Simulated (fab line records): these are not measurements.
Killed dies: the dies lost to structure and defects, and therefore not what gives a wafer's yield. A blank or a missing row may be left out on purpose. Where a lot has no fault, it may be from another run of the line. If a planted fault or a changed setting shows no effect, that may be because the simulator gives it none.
fab line records	flow n5_finfet
record: lots: 10	wafers: 30	last_day: 19
route steps=1938 shown BEOL_M4@1106 BEOL_M5@1123 PASSIVATION@1936
lots that met no fault: taken from a fault-free run of the same line
start_h: hours from the record's opening day to when the first of the lot's shown wafers began	wait_h: hours since the lot's step before	" repeats the value in the row above	L1.1+2: several wafers, shown together as one row	- value missing, or start not given	* or withheld: withheld	< > ~ a bound
route shown NAME@n: NAME is a module with steps in the file, n the number in the route of the first one	usual: mean/standard deviation taken from wafers without a fault	same: alike in all rows	chamber/n: place in a boat	sites: each site's reading	_std_site: their standard deviation	_edge_site: mean of outer sites minus mean of inner sites	radius_mm: how far each site lies from the wafer's centre	mask NAME#n: copy n	behind: the most recent tool/chamber to have shaped the wafer	hold: why the lot went on hold/how many hours it stayed there/how the hold came to an end	device: the n, p or np transistor that did not switch	end of line: the tests these same wafers got at the end of their route	where a step has no rows: the recipe by itself	killed: dies lost to structure and defects at the first sort, not the wafer's yield	map: shows each die of a wafer: x if killed, . if not, _ if none is there
set.NAME: the setting that was run; set.NAME@STEP: the one run at that earlier step	model.NAME: the simulator's own value behind a step, which no gauge read
the route's steps for a sample of lots (tables are steps, rows are wafers)
services: a tool's chamber out of use, with start hour (start_h, from the record's first day; less than 0 if before it), hours out, and reason
== steps ==
step: N5_BEOL_M4_CO_CAP_55
recipe: material: Co	target_thk_a: 20	temp_c: 200	precursor: CCTBA/H2	pressure_torr: 30	time_s: 102.1
usual: heater_power_w: 236/17
lot.wafer	tool	chamber	start_h	wait_h	heater_power_w
L356.2	cvd_co-02	2	177.56	0.0	208
L356.3	"	1	"	"	233
L356.5	"	0	"	"	236
L355.2	cvd_co-01	0	186.65	0.0	268
L355.3	"	2	"	"	226
L355.6	"	2	"	"	225
L357.1	cvd_co-02	0	191.04	0.0	223
L357.4	"	1	"	"	235
L357.5	"	2	"	"	216
L359.1	cvd_co-01	1	198.32	0.0	227
L359.2	"	0	"	"	271
L359.3	"	2	"	"	225
L360.2	cvd_co-02	0	210.95	0.0	230
L360.4	"	2	"	"	207
L360.6	"	0	"	"	228
L365.1	cvd_co-01	0	246.05	0.0	261
L365.4	"	1	"	"	239
L365.6	"	2	"	"	231
L372.3	cvd_co-02	1	286.38	0.0	237
L372.4	"	0	"	"	239
L372.6	"	2	"	"	210
L370.2	cvd_co-01	2	291.70	0.0	223
L370.4	"	0	"	"	263
L370.5	"	2	"	"	232
L376.1	cvd_co-01	1	330.78	0.0	236
L376.4	"	2	"	"	224
L376.5	"	0	"	"	263
L378.1	cvd_co-02	1	340.63	0.0	245
L378.5	"	2	"	"	219
L378.6	"	1	"	"	234
step: N5_BEOL_M4_INSPECT_59
recipe: inspect_instrument: darkfield	mode: post_dep
usual: raw_defect_count: 67/20
lot.wafer	tool	chamber	start_h	wait_h	raw_defect_count
L356.2	defect_inspect-01	-	177.77	0.0	47
L356.3	"	-	"	"	52
L356.5	"	-	"	"	82
L355.2	defect_inspect-01	-	186.86	0.0	97
L355.3	"	-	"	"	69
L355.6	"	-	"	"	81
L357.1	defect_inspect-02	-	191.25	0.0	85
L357.4	"	-	"	"	62
L357.5	"	-	"	"	47
L359.1	defect_inspect-02	-	198.53	0.0	73
L359.2	"	-	"	"	58
L359.3	"	-	"	"	77
L360.2	defect_inspect-01	-	211.16	0.0	44
L360.4	"	-	"	"	74
L360.6	"	-	"	"	45
L365.1	defect_inspect-02	-	246.26	0.0	62
L365.4	"	-	"	"	51
L365.6	"	-	"	"	43
L372.3	defect_inspect-02	-	286.60	0.0	53
L372.4	"	-	"	"	80
L372.6	"	-	"	"	75
L370.2	defect_inspect-02	-	291.91	0.0	96
L370.4	"	-	"	"	48
L370.5	"	-	"	"	83
L376.1	defect_inspect-01	-	330.99	0.0	62
L376.4	"	-	"	"	61
L376.5	"	-	"	"	64
L378.1	defect_inspect-02	-	340.84	0.0	40
L378.5	"	-	"	"	45
L378.6	"	-	"	"	63
step: N5_BEOL_M5_EXPOSE_08
recipe: mask_id: M5	na: 0.33	source_shape: annular	sigma_inner: 0.4	sigma_outer: 0.8	polarization: unpolarized	target_cd_nm: 28	dose_mj: 35.75
usual: exposure_dose_mJ_cm2: 35.64/0.049
lot.wafer	tool	chamber	start_h	wait_h	mask	exposure_dose_mJ_cm2
L356.2	euv_scanner-01	0	180.15	-	M5#0	35.68
L356.3	"	0	"	"	M5#0	35.68
L356.5	"	0	"	"	M5#0	35.73
L355.2	euv_scanner-01	0	188.82	-	M5#0	35.69
L355.3	"	0	"	"	M5#0	35.62
L355.6	"	0	"	"	M5#0	35.66
L357.1	euv_scanner-02	0	194.60	-	M5#0	35.67
L357.4	"	0	"	"	M5#0	35.64
L357.5	"	0	"	"	M5#0	35.66
L359.1	euv_scanner-02	0	202.51	-	M5#0	35.57
L359.2	"	0	"	"	M5#0	35.59
L359.3	"	0	"	"	M5#0	35.63
L360.2	euv_scanner-02	0	214.06	-	M5#0	35.57
L360.4	"	0	"	"	M5#0	35.64
L360.6	"	0	"	"	M5#0	35.64
L365.1	euv_scanner-02	0	248.50	-	M5#0	35.66
L365.4	"	0	"	"	M5#0	35.62
L365.6	"	0	"	"	M5#0	35.65
L372.3	euv_scanner-01	0	289.15	-	M5#0	33.65
L372.4	"	0	"	"	M5#0	33.69
L372.6	"	0	"	"	M5#0	33.67
L370.2	euv_scanner-01	0	294.46	-	M5#0	34.07
L370.4	"	0	"	"	M5#0	34.01
L370.5	"	0	"	"	M5#0	34.06
L376.1	euv_scanner-02	0	333.65	-	M5#0	35.58
L376.4	"	0	"	"	M5#0	35.57
L376.5	"	0	"	"	M5#0	35.59
L378.1	euv_scanner-02	0	343.07	-	M5#0	35.60
L378.5	"	0	"	"	M5#0	35.58
L378.6	"	0	"	"	M5#0	35.55
step: N5_BEOL_M5_CD_MEAS_11
recipe: target_cd_nm: 27.74	landing_energy_ev: 500	detector: se_inlens
usual: cd_nm: 27.99/0.27
lot.wafer	tool	chamber	start_h	wait_h	cd_nm
L356.2	cd_sem-03	0	180.27	-	28.48
L356.3	"	0	"	"	27.93
L356.5	"	0	"	"	28.31
L355.2	cd_sem-02	0	188.94	-	28.08
L355.3	"	0	"	"	27.77
L355.6	"	0	"	"	28.18
L357.1	cd_sem-03	0	194.73	-	27.84
L357.4	"	0	"	"	28.02
L357.5	"	0	"	"	28.00
L359.1	cd_sem-03	0	202.63	-	27.75
L359.2	"	0	"	"	28.03
L359.3	"	0	"	"	27.98
L360.2	cd_sem-03	0	214.18	-	27.47
L360.4	"	0	"	"	27.95
L360.6	"	0	"	"	27.38
L365.1	cd_sem-03	0	248.63	-	28.18
L365.4	"	0	"	"	27.91
L365.6	"	0	"	"	27.89
L372.3	cd_sem-01	0	289.27	-	26.38
L372.4	"	0	"	"	27.21
L372.6	"	0	"	"	26.52
L370.2	cd_sem-03	0	294.59	-	26.83
L370.4	"	0	"	"	26.59
L370.5	"	0	"	"	26.88
L376.1	cd_sem-03	0	333.78	-	27.73
L376.4	"	0	"	"	27.80
L376.5	"	0	"	"	27.80
L378.1	cd_sem-03	0	343.20	-	27.68
L378.5	"	0	"	"	27.84
L378.6	"	0	"	"	27.78
step: N5_BEOL_M5_ETCH_61
recipe: chemistry: CF4	target: SiARC	target_depth_a: 156	mask_material: CAR-EUV	time_s: 26	ion_energy_ev: 80	pressure_mtorr: 40	source_w: 545	bias_w: 36	Ar_flow_sccm: 100	cf4_flow_sccm: 100	ends: cleared
usual: drypump_motor_current_A: 5.6/0.34	etch_rf_on_time_s: 25.9/0.58	oes_product_au: 0.65/0.065	rf_vpp_V: 184.3/1.2	showerhead_plenum_p_Torr: 2.16/0.068	throttle_valve_pct: 15.81/0.21
lot.wafer	tool	chamber	start_h	wait_h	drypump_motor_current_A	etch_rf_on_time_s	oes_product_au	rf_hours_counter_h	rf_vpp_V	showerhead_plenum_p_Torr	throttle_valve_pct
L356.2	rie_diel-03	2	180.45	0.0	5.3	25.6	0.64	147	184.7	2.14	15.90
L356.3	"	1	"	"	5.9	24.9	0.84	1	186.0	2.27	15.54
L356.5	"	2	"	"	5.3	25.7	0.65	-	185.6	2.14	15.90
L355.2	rie_diel-01	3	189.11	0.0	6.5	25.5	0.62	185	182.4	2.04	15.72
L355.3	"	0	"	"	5.7	25.8	0.61	189	185.1	2.14	15.87
L355.6	"	2	"	"	5.5	25.6	0.64	-	184.8	2.21	16.02
L357.1	rie_diel-02	3	194.91	0.0	5.0	25.6	0.80	23	184.0	2.29	15.70
L357.4	"	1	"	"	5.6	27.0	0.61	190	184.4	2.21	15.81
L357.5	"	1	"	"	5.6	27.1	0.61	-	185.0	2.21	15.80
L359.1	rie_diel-03	1	202.81	0.0	5.9	25.3	0.80	7	186.7	2.26	15.56
L359.2	"	0	"	"	5.4	26.1	0.63	186	182.8	2.13	15.73
L359.3	"	2	"	"	5.3	25.9	0.65	153	183.7	2.13	15.90
L360.2	rie_diel-02	2	214.36	0.0	5.7	25.2	0.62	202	185.7	2.13	15.99
L360.4	"	0	"	"	5.8	26.1	0.72	62	184.0	2.10	15.31
L360.6	"	0	"	"	5.8	26.1	0.73	-	184.2	2.10	15.31
L365.1	rie_diel-01	3	250.47	0.0	6.4	25.5	0.61	201	183.9	2.04	15.75
L365.4	"	0	"	"	5.7	25.8	0.60	206	183.4	2.13	15.91
L365.6	"	2	"	"	5.5	25.6	0.63	-	184.9	2.21	16.03
L372.3	rie_diel-03	2	289.45	0.0	5.3	25.9	0.63	174	182.6	2.13	15.95
L372.4	"	1	"	"	5.9	25.0	0.77	27	184.3	2.26	15.61
L372.6	"	1	"	"	5.9	25.0	0.76	-	185.0	2.26	15.59
L370.2	rie_diel-02	1	294.86	0.0	5.6	26.9	0.60	214	185.1	2.20	15.84
L370.4	"	0	"	"	5.8	26.2	0.70	81	184.5	2.09	15.36
L370.5	"	1	"	"	5.6	26.8	0.60	-	184.4	2.20	15.85
L376.1	rie_diel-02	2	335.56	0.0	5.7	25.2	0.59	238	185.8	2.12	16.06
L376.4	"	1	"	"	5.6	26.8	0.59	228	186.0	2.20	15.90
L376.5	"	1	"	"	5.6	26.8	0.58	-	186.2	2.20	15.88
L378.1	rie_diel-02	0	345.44	0.0	5.8	25.7	0.68	99	182.7	2.09	15.39
L378.5	"	1	"	"	5.6	26.7	0.58	-	185.0	2.20	15.90
L378.6	"	0	"	"	5.8	25.9	0.68	-	181.3	2.09	15.38
step: N5_PASSIVATION_PROBE_49
usual: defect_limited_yield: 91.1/1.4	killed_at_M0_to_M3: 36/11	killed_at_M4_up: 14/5.2	killed_at_contacts: 12/6.1	killed_at_front_end: 40/12	killed_at_other: 3.2/2.5	killed_dies: 105/16	killed_open: 68/12	killed_short: 35/8.7	sort_bin_5_function: 5.2/0.89	sort_bin_6_memory: 3.3/0.66	sort_n_pass: 1074/16	sort_yield_pct: 91.1/1.4
same: gross_dies: 1180	killed_at_back_side: 0	sort_bin_4_leakage[%]: 0	sort_bin_8_speed[%]: 0
lot.wafer	tool	chamber	start_h	wait_h	defect_limited_yield[%]	killed_at_M0_to_M3	killed_at_M4_up	killed_at_contacts	killed_at_front_end	killed_at_other	killed_dies	killed_open	killed_short	sort_bin_5_function[%]	sort_bin_6_memory[%]	sort_n_pass	sort_yield_pct[%]
L356.2	prober-02	-	307.96	0.1	92.2	33	17	15	25	2	92	70	21	4.3	3.1	1088	92.2
L356.3	prober-02	-	308.01	0.1	92.2	25	18	10	37	2	92	63	29	4.9	2.5	1088	92.2
L356.5	prober-02	-	308.11	0.2	90.3	55	22	3	27	8	115	82	32	5.8	3.8	1065	90.3
L355.2	prober-01	-	320.60	0.1	89.8	44	19	13	38	6	120	75	45	5.6	4.2	1060	89.8
L355.3	prober-01	-	320.65	0.1	90.8	26	21	13	45	3	108	76	30	5.8	3.1	1072	90.8
L355.6	prober-01	-	320.80	0.3	89.3	33	22	8	63	0	126	75	45	7.3	2.8	1054	89.3
L357.1	prober-02	-	322.67	0.0	91.3	25	16	5	54	3	103	61	41	5.5	3.1	1077	91.3
L357.4	prober-02	-	322.82	0.2	91.8	40	18	5	31	3	97	71	26	5.5	2.7	1083	91.8
L357.5	prober-02	-	322.87	0.2	92.2	45	15	7	24	1	92	58	32	4.2	3.4	1088	92.2
L359.1	prober-01	-	331.73	0.0	91.4	25	16	20	38	3	102	55	40	4.5	3.2	1078	91.4
L359.2	prober-01	-	331.78	0.1	92.0	20	15	10	46	3	94	64	27	4.2	3.2	1086	92.0
L359.3	prober-01	-	331.83	0.1	91.1	26	18	5	50	6	105	71	30	5.2	3.6	1075	91.1
L360.2	prober-01	-	332.91	0.1	92.4	36	16	8	29	1	90	54	34	4.1	3.1	1090	92.4
L360.4	prober-01	-	333.01	0.2	92.1	38	12	9	31	3	93	57	35	5.2	2.2	1087	92.1
L360.6	prober-01	-	333.11	0.3	92.0	39	11	11	28	5	94	54	39	4.1	3.4	1086	92.0
L365.1	prober-02	-	362.48	0.0	91.8	26	15	12	35	9	97	61	32	5.0	2.9	1083	91.8
L365.4	prober-02	-	362.63	0.2	93.6	27	10	10	26	2	75	42	27	3.7	2.2	1105	93.6
L365.6	prober-02	-	362.73	0.3	91.4	47	8	11	25	10	101	67	30	5.4	2.6	1079	91.4
L372.3	prober-01	-	387.76	0.1	90.7	46	18	15	29	2	110	73	36	6.1	2.9	1070	90.7
L372.4	prober-01	-	387.81	0.2	89.6	49	14	23	35	2	123	92	28	5.8	4.5	1057	89.6
L372.6	prober-01	-	387.91	0.3	91.5	29	10	12	45	4	100	62	36	5.6	2.4	1080	91.5
L370.2	prober-01	-	409.40	0.1	90.5	34	21	9	45	3	112	73	34	5.3	3.7	1068	90.5
L370.4	prober-01	-	409.50	0.2	92.6	31	8	7	33	8	87	62	20	4.0	3.1	1093	92.6
L370.5	prober-01	-	409.55	0.2	90.6	31	11	13	48	8	111	62	47	5.3	3.9	1069	90.6
L376.1	prober-01	-	453.25	0.0	89.7	50	22	12	34	4	122	63	53	6.2	3.6	1058	89.7
L376.4	prober-01	-	453.40	0.2	90.3	55	8	21	28	2	114	64	45	5.4	4.2	1066	90.3
L376.5	prober-01	-	453.45	0.2	91.3	36	11	29	26	1	103	49	48	5.5	2.9	1077	91.3
L378.1	prober-01	-	459.12	0.0	89.2	34	6	23	63	2	128	72	54	5.9	4.3	1052	89.2
L378.5	prober-01	-	459.32	0.2	90.3	25	12	13	65	0	115	78	36	5.8	3.6	1065	90.3
L378.6	prober-01	-	459.37	0.3	90.5	33	14	12	51	2	112	73	34	5.3	3.6	1068	90.5
killed by level:class
L356.2 MOL_CONTACT_COAG:geometric_particle:open=14 FIN_SAQP:geometric_particle:open=10 BEOL_M4:geometric_particle:open=10 BEOL_M3:geometric_particle:open=7 FIN_SAQP:geometric_particle:short=6 BEOL_M0:geometric_particle:open=6 BEOL_M2:geometric_particle:open=5 BEOL_M1:geometric_particle:open=4
L356.3 FIN_SAQP:geometric_particle:open=15 MOL_CONTACT_COAG:geometric_particle:open=7 BEOL_M7:geometric_particle:open=7 FIN_SAQP:geometric_particle:short=6 STI_FIN_REVEAL:geometric_particle:open=6 BEOL_M0_SAQP:geometric_particle:open=5 BEOL_M3:geometric_particle:open=5 BEOL_M0_SAQP:geometric_particle:short=4
L356.5 BEOL_M0_SAQP:geometric_particle:open=16 BEOL_M4:geometric_particle:open=11 BEOL_M2:geometric_particle:open=10 BEOL_M0:geometric_particle:open=9 BEOL_M0_SAQP:geometric_particle:short=8 STI_FIN_REVEAL:geometric_particle:open=6 BEOL_M3:geometric_particle:open=6 STARTING-WAFER:geometric_particle:short=4
L355.2 MOL_CONTACT_COAG:geometric_particle:open=12 BEOL_M2:geometric_particle:open=11 STI_FIN_REVEAL:geometric_particle:open=9 BEOL_M4:geometric_particle:short=7 BEOL_M4:geometric_particle:open=7 FIN_SAQP:geometric_particle:short=6 BEOL_M3:geometric_particle:open=6 BEOL_M1:geometric_particle:open=5
L355.3 STI_FIN_REVEAL:geometric_particle:open=13 BEOL_M2:geometric_particle:open=10 MOL_CONTACT_COAG:geometric_particle:open=9 FIN_SAQP:geometric_particle:open=7 BEOL_M4:geometric_particle:open=7 FIN_SAQP:geometric_particle:short=6 BEOL_M0_SAQP:geometric_particle:open=6 DUMMY_GATE:geometric_particle:open=4
L355.6 FIN_SAQP:geometric_particle:open=14 FIN_SAQP:geometric_particle:short=11 BEOL_M4:geometric_particle:open=10 BEOL_M0_SAQP:geometric_particle:short=9 STI_FIN_REVEAL:geometric_particle:open=7 DUMMY_GATE:geometric_particle:open=7 BEOL_M1:geometric_particle:short=6 MOL_CONTACT_COAG:geometric_particle:open=6
L357.1 STI_FIN_REVEAL:geometric_particle:open=13 BEOL_M4:geometric_particle:open=9 STI_FIN_REVEAL:geometric_particle:short=8 BEOL_M1:geometric_particle:open=7 FIN_SAQP:geometric_particle:open=5 GATE_CUT:geometric_particle:short=5 MOL_CONTACT_COAG:geometric_particle:open=5 ILD0:geometric_particle:open=4
L357.4 STI_FIN_REVEAL:geometric_particle:open=15 BEOL_M0_SAQP:geometric_particle:open=14 BEOL_M4:geometric_particle:open=12 BEOL_M2:geometric_particle:open=8 BEOL_M0_SAQP:geometric_particle:short=6 MOL_CONTACT_COAG:geometric_particle:open=4 BEOL_M1:geometric_particle:open=4 STI_FIN_REVEAL:geometric_particle:short=3
L357.5 BEOL_M0_SAQP:geometric_particle:short=12 BEOL_M0_SAQP:geometric_particle:open=10 BEOL_M1:geometric_particle:open=8 FIN_SAQP:geometric_particle:short=6 MOL_CONTACT_COAG:geometric_particle:open=6 BEOL_M4:geometric_particle:open=6 BEOL_M2:geometric_particle:open=5 ILD0:geometric_particle:open=4
L359.1 MOL_CONTACT_COAG:geometric_particle:open=13 BEOL_M0_SAQP:geometric_particle:short=8 BEOL_M4:geometric_particle:open=8 MOL_CONTACT_COAG:geometric_particle:short=7 FIN_SAQP:geometric_particle:open=6 FIN_SAQP:geometric_particle:short=6 BEOL_M0_SAQP:geometric_particle:open=6 BEOL_M1:geometric_particle:open=6
L359.2 FIN_SAQP:geometric_particle:open=15 MOL_CONTACT_COAG:geometric_particle:open=8 GATE_CUT:geometric_particle:short=7 BEOL_M1:geometric_particle:open=7 BEOL_M4:geometric_particle:open=6 STI_FIN_REVEAL:geometric_particle:open=5 GATE_CUT:geometric_particle:open=5 BEOL_M0_SAQP:geometric_particle:open=5
L359.3 FIN_SAQP:geometric_particle:open=27 BEOL_M0_SAQP:geometric_particle:open=7 BEOL_M1:geometric_particle:open=7 FIN_SAQP:geometric_particle:short=5 GATE_CUT:geometric_particle:short=5 BEOL_M3:geometric_particle:open=4 MOL_CONTACT_COAG:geometric_particle:open=4 BEOL_M4:geometric_particle:open=4
L360.2 BEOL_M0_SAQP:geometric_particle:short=10 BEOL_M0_SAQP:geometric_particle:open=8 MOL_CONTACT_COAG:geometric_particle:open=7 BEOL_M4:geometric_particle:open=7 BEOL_M2:geometric_particle:open=6 FIN_SAQP:geometric_particle:open=5 BEOL_M1:geometric_particle:open=5 STARTING-WAFER:geometric_particle:short=5
L360.4 FIN_SAQP:geometric_particle:open=11 BEOL_M2:geometric_particle:open=11 BEOL_M0_SAQP:geometric_particle:short=9 FIN_SAQP:geometric_particle:short=7 MOL_CONTACT_COAG:geometric_particle:open=6 BEOL_M0_SAQP:geometric_particle:open=5 BEOL_M3:geometric_particle:open=5 DUMMY_GATE:geometric_particle:open=4
L360.6 BEOL_M0_SAQP:geometric_particle:short=13 BEOL_M0_SAQP:geometric_particle:open=8 BEOL_M1:geometric_particle:open=7 FIN_SAQP:geometric_particle:short=6 MOL_CONTACT_COAG:geometric_particle:short=6 MOL_CONTACT_COAG:geometric_particle:open=5 BEOL_M4:geometric_particle:open=5 DUMMY_GATE:geometric_particle:open=4
L365.1 FIN_SAQP:geometric_particle:short=9 BEOL_M2:geometric_particle:open=9 MOL_CONTACT_COAG:geometric_particle:open=8 FIN_SAQP:geometric_particle:open=7 BEOL_M5:geometric_particle:open=6 STARTING-WAFER:geometric_particle:short=5 BEOL_M0_SAQP:geometric_particle:short=5 PASS1_DEP:geometric_particle:open=5
L365.4 MOL_CONTACT_COAG:geometric_particle:open=9 FIN_SAQP:geometric_particle:open=6 BEOL_M0_SAQP:geometric_particle:short=6 FIN_SAQP:geometric_particle:short=4 BEOL_M0_SAQP:geometric_particle:open=4 ILD0:geometric_particle:short=3 GATE_CUT:geometric_particle:open=3 BEOL_M0:geometric_particle:open=3
L365.6 BEOL_M0_SAQP:geometric_particle:open=16 BEOL_M2:geometric_particle:open=13 BEOL_M0_SAQP:geometric_particle:short=9 MOL_CONTACT_COAG:geometric_particle:open=7 FIN_SAQP:geometric_particle:open=6 STARTING-WAFER:geometric_particle:short=4 PASS1_CAP:geometric_particle:short=4 MOL_CONTACT_COAG:geometric_particle:short=3
L372.3 BEOL_M2:geometric_particle:open=12 MOL_CONTACT_COAG:geometric_particle:open=11 BEOL_M1:geometric_particle:open=11 STI_FIN_REVEAL:geometric_particle:open=8 BEOL_M0_SAQP:geometric_particle:short=7 BEOL_M4:geometric_particle:open=7 BEOL_M2:geometric_particle:short=5 BEOL_M3:geometric_particle:open=5
L372.4 BEOL_M2:geometric_particle:open=20 MOL_CONTACT_COAG:geometric_particle:open=18 STI_FIN_REVEAL:geometric_particle:open=11 BEOL_M1:geometric_particle:open=9 DUMMY_GATE:geometric_particle:open=7 BEOL_M0_SAQP:geometric_particle:open=6 BEOL_M4:geometric_particle:open=5 MOL_CONTACT_COAG:geometric_particle:short=4
L372.6 STI_FIN_REVEAL:geometric_particle:open=12 MOL_CONTACT_COAG:geometric_particle:open=11 GATE_CUT:geometric_particle:short=7 FIN_SAQP:geometric_particle:short=6 STI_FIN_REVEAL:geometric_particle:short=6 BEOL_M0_SAQP:geometric_particle:open=6 BEOL_M1:geometric_particle:open=5 BEOL_M3:geometric_particle:open=5
L370.2 STI_FIN_REVEAL:geometric_particle:open=10 BEOL_M4:geometric_particle:open=10 BEOL_M0_SAQP:geometric_particle:short=8 MOL_CONTACT_COAG:geometric_particle:open=7 BEOL_M0_SAQP:geometric_particle:open=7 GATE_CUT:geometric_particle:short=6 FIN_SAQP:geometric_particle:short=5 DUMMY_GATE:geometric_particle:open=5
L370.4 STI_FIN_REVEAL:geometric_particle:open=12 BEOL_M1:geometric_particle:open=7 BEOL_M2:geometric_particle:open=7 BEOL_M0_SAQP:geometric_particle:open=6 BEOL_M0_SAQP:geometric_particle:short=6 FIN_SAQP:geometric_particle:open=4 BEOL_M3:geometric_particle:open=4 MOL_CONTACT_COAG:geometric_particle:open=4
L370.5 STI_FIN_REVEAL:geometric_particle:open=15 BEOL_M0_SAQP:geometric_particle:short=12 MOL_CONTACT_COAG:geometric_particle:open=11 GATE_CUT:geometric_particle:short=6 STI_FIN_REVEAL:geometric_particle:short=5 BEOL_M2:geometric_particle:open=5 BEOL_M0_SAQP:geometric_particle:open=5 SPACER0:geometric_particle:short=4
L376.1 BEOL_M0_SAQP:geometric_particle:short=15 BEOL_M0_SAQP:geometric_particle:open=11 BEOL_M1:geometric_particle:open=9 FIN_SAQP:geometric_particle:short=8 MOL_CONTACT_COAG:geometric_particle:open=8 BEOL_M1:geometric_particle:short=6 STARTING-WAFER:geometric_particle:short=6 BEOL_M5:geometric_particle:open=5
L376.4 MOL_CONTACT_COAG:geometric_particle:open=15 BEOL_M0_SAQP:geometric_particle:short=13 BEOL_M1:geometric_particle:open=11 BEOL_M0_SAQP:geometric_particle:open=10 BEOL_M1:geometric_particle:short=7 FIN_SAQP:geometric_particle:open=6 MOL_CONTACT_COAG:geometric_particle:short=5 DUMMY_GATE:geometric_particle:open=5
L376.5 MOL_CONTACT_COAG:geometric_particle:short=14 MOL_CONTACT_COAG:geometric_particle:open=14 BEOL_M1:geometric_particle:open=11 BEOL_M1:geometric_particle:short=10 FIN_SAQP:geometric_particle:short=9 BEOL_M4:geometric_particle:open=7 BEOL_M0_SAQP:geometric_particle:short=4 STARTING-WAFER:geometric_particle:short=4
L378.1 FIN_SAQP:geometric_particle:short=20 MOL_CONTACT_COAG:geometric_particle:open=18 FIN_SAQP:geometric_particle:open=14 GATE_CUT:geometric_particle:short=10 BEOL_M0_SAQP:geometric_particle:open=8 BEOL_M1:geometric_particle:open=7 DUMMY_GATE:geometric_particle:open=7 BEOL_M0_SAQP:geometric_particle:short=7
L378.5 FIN_SAQP:geometric_particle:open=24 GATE_CUT:geometric_particle:short=10 MOL_CONTACT_COAG:geometric_particle:open=10 BEOL_M4:geometric_particle:open=9 FIN_SAQP:geometric_particle:short=8 DUMMY_GATE:geometric_particle:open=6 BEOL_M3:geometric_particle:open=6 BEOL_M3:geometric_particle:short=6
L378.6 FIN_SAQP:geometric_particle:open=16 MOL_CONTACT_COAG:geometric_particle:open=11 BEOL_M2:geometric_particle:open=7 BEOL_M3:geometric_particle:short=7 DUMMY_GATE:geometric_particle:open=6 BEOL_M3:geometric_particle:open=6 FIN_SAQP:geometric_particle:short=5 GATE_CUT:geometric_particle:short=5
== services ==
tool	chamber	start_h	hours	kind
cvd_co-02	-	163.65	6.9	pm
euv_scanner-01	-	172.58	1.0	pm
euv_scanner-02	-	173.62	2.0	repair
euv_scanner-02	-	179.08	4.6	pm
euv_scanner-01	-	228.73	1.0	pm
rie_diel-03	-	238.74	15.6	pm
rie_diel-02	-	241.28	5.4	repair
euv_scanner-02	0	242.20	-	calibration
cvd_co-02	-	254.53	0.8	repair
euv_scanner-02	-	258.76	1.0	pm
rie_diel-03	0	260.05	1.3	repair
euv_scanner-01	-	279.55	4.6	pm
euv_scanner-01	-	284.88	1.0	pm
cvd_co-02	1	301.81	3.3	repair
euv_scanner-02	-	314.91	1.0	pm
cvd_co-02	-	316.03	2.8	pm
cvd_co-01	1	327.14	3.5	repair
rie_diel-03	-	329.81	14.6	pm
rie_diel-01	-	333.19	2.8	pm
cvd_co-01	1	333.35	-	clean
cvd_co-01	1	333.35	22.0	scheduled_down
cvd_co-01	1	333.35	22.0	vent_cycle
euv_scanner-02	-	335.31	5.8	pm
euv_scanner-01	-	341.13	1.0	pm
== key ==
first_sign: step: N5_BEOL_M5_EXPOSE_08	reading: exposure_dose_mJ_cm2	direction: down	sigmas: 36	usual: 35.64	struck: 33.86
effect: step: N5_BEOL_M5_CD_MEAS_11	reading: cd_nm	direction: down	sigmas: 4.7	usual: 27.99	struck: 26.73	through: control_loop
met_at N5_BEOL_M5_EXPOSE_08
struck_lots L370,L372
loop_trim: step: N5_BEOL_M5_EXPOSE_08	setting: dose	lots: L370
not_acting_at N5_BEOL_M4_CO_CAP_55,N5_BEOL_M4_INSPECT_59,N5_BEOL_M5_ETCH_61
onset_between 188.82 289.15
fault: kind: process_parameter_drift	tool: euv_scanner-01	chamber: -	onset_h: 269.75	steps: N5_BEOL_M5_EXPOSE_08	channel: dose_mj	offset: -2.0279	shape: step	acts_in: these_recipes_only	stated: 35.75
loop_trim: a control loop set the setting to another value than it would have without faults
